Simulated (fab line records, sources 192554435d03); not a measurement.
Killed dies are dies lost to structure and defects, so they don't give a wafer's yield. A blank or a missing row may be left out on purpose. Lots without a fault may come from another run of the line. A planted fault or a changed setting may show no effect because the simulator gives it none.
Split-lot experiment | flow n5_finfet | 7 lots, 21 wafers read, on a route of 1938 steps

THE SPLIT
At N5_HKMG_FIN_COAT_29 (time 60 s, resist thk 300 nm), the setting spin_rpm was moved away from the recipe's 1500 rpm on 6 of the 21 wafers read, by -9.7% to +10.8%. The other wafers ran this setting at the recipe's value.

The reading is taken at the split's own step.

THE READING
SOC_of_HKMG_FIN_COAT_29.thk_nm (the simulator's own value, which no gauge read), in nm, at N5_HKMG_FIN_COAT_29 (time 60 s, resist thk 300 nm). The file gives no usual value for it. The 15 wafers here that ran the recipe average 300.1 nm, standard deviation 0.63 nm.

wafer  | tool, chamber at the split | spin_rpm as run, rpm | against the recipe | SOC_of_HKMG_FIN_COAT_29.thk_nm, nm | against lot-mates on the recipe
L074.1 | litho_track-05, 0          | 1590                 | +6.0%              | 291.4                              | -9.6
L074.5 | litho_track-05, 0          | 1590                 | +6.0%              | 291.8                              | -9.2
L074.6 | litho_track-05, 0          | 1500                 | recipe             | 301                                | -
L083.3 | litho_track-05, 0          | 1500                 | recipe             | 301.2                              | -
L083.4 | litho_track-05, 0          | 1500                 | recipe             | 300.4                              | -
L083.5 | litho_track-05, 0          | 1500                 | recipe             | 300.6                              | -
L090.2 | litho_track-02, 0          | 1500                 | recipe             | 299.8                              | -
L090.3 | litho_track-02, 0          | 1500                 | recipe             | 299.8                              | -
L090.6 | litho_track-02, 0          | 1662                 | +10.8%             | 284.8                              | -15.0
L094.1 | litho_track-05, 0          | 1355                 | -9.7%              | 314.6                              | +15.6
L094.3 | litho_track-05, 0          | 1355                 | -9.7%              | 314.4                              | +15.4
L094.4 | litho_track-05, 0          | 1500                 | recipe             | 299                                | -
L095.1 | litho_track-05, 0          | 1500                 | recipe             | 300                                | -
L095.3 | litho_track-05, 0          | 1500                 | recipe             | 300                                | -
L095.5 | litho_track-05, 0          | 1500                 | recipe             | 300.4                              | -
L096.1 | litho_track-05, 0          | 1358                 | -9.5%              | 315.2                              | +16.0
L096.2 | litho_track-05, 0          | 1500                 | recipe             | 299.2                              | -
L096.6 | litho_track-05, 0          | 1500                 | recipe             | 299.2                              | -
L097.1 | litho_track-02, 0          | 1500                 | recipe             | 300.2                              | -
L097.3 | litho_track-02, 0          | 1500                 | recipe             | 300.2                              | -
L097.5 | litho_track-02, 0          | 1500                 | recipe             | 300.8                              | -

THE FIT
A straight line over all 21 wafers: SOC_of_HKMG_FIN_COAT_29.thk_nm changes by -1.48 nm for each +1% of spin_rpm; r = -1.00; the points scatter about the line by 0.63 nm.
The same after taking each lot's own level away (the mean of its wafers on the recipe; 21 wafers): -1.56 nm for each +1%; r = -1.00; scatter 0.53 nm.
On that fit, the largest move of spin_rpm shifts the reading by 17 nm.
The lots' own levels span 299.00 to 301.00 nm, that is 3.2 times the standard deviation above.
So the lot-to-lot level changes the slope little: the two slopes agree.
Check: with one of the wafers moved furthest among these (+10.8%) left out of the fit, the line predicts -17.4 nm for it against its lot-mates. It came out at -15 nm against them.

OTHER SPLITS ON THESE WAFERS
These wafers also went through other splits before the reading. Each is held against what the fit with the lots' levels taken away leaves over:
other split on the same wafers            | wafers away from the commonest value | r with SOC_of_HKMG_FIN_COAT_29.thk_nm (lot level and that fit taken away)
N5_WELL_APT_PEB_06 peb_time_s             | 9                                    | +0.00
N5_WELL_APT_COAT_19 spin_rpm              | 10                                   | +0.38
N5_PMOS_HMC_CHANNEL_EPI_PEB_07 peb_temp_c | 6                                    | -0.17
N5_PMOS_HMC_CHANNEL_EPI_ETCH_32 bias_w    | 5                                    | -0.08
N5_FIN_CUT_CUT_ETCH_26 time_s             | 12                                   | +0.05
N5_DUMMY_GATE_COAT_28 spin_rpm            | 7                                    | +0.04
N5_SD_EPI_N_ETCH_16 target_depth_a        | 6                                    | -0.12
N5_SD_EPI_N_EPI_21 temp_c                 | 6                                    | +0.02
N5_SDB_ETCH_17 bias_w                     | 5                                    | -0.05
N5_SDB_ALD_29 ald_cycles                  | 6                                    | +0.14

THE FILE'S OWN FIT
SOC_of_HKMG_FIN_COAT_29.thk_nm changes by -1.55 nm for each +1% of spin_rpm, r = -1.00.
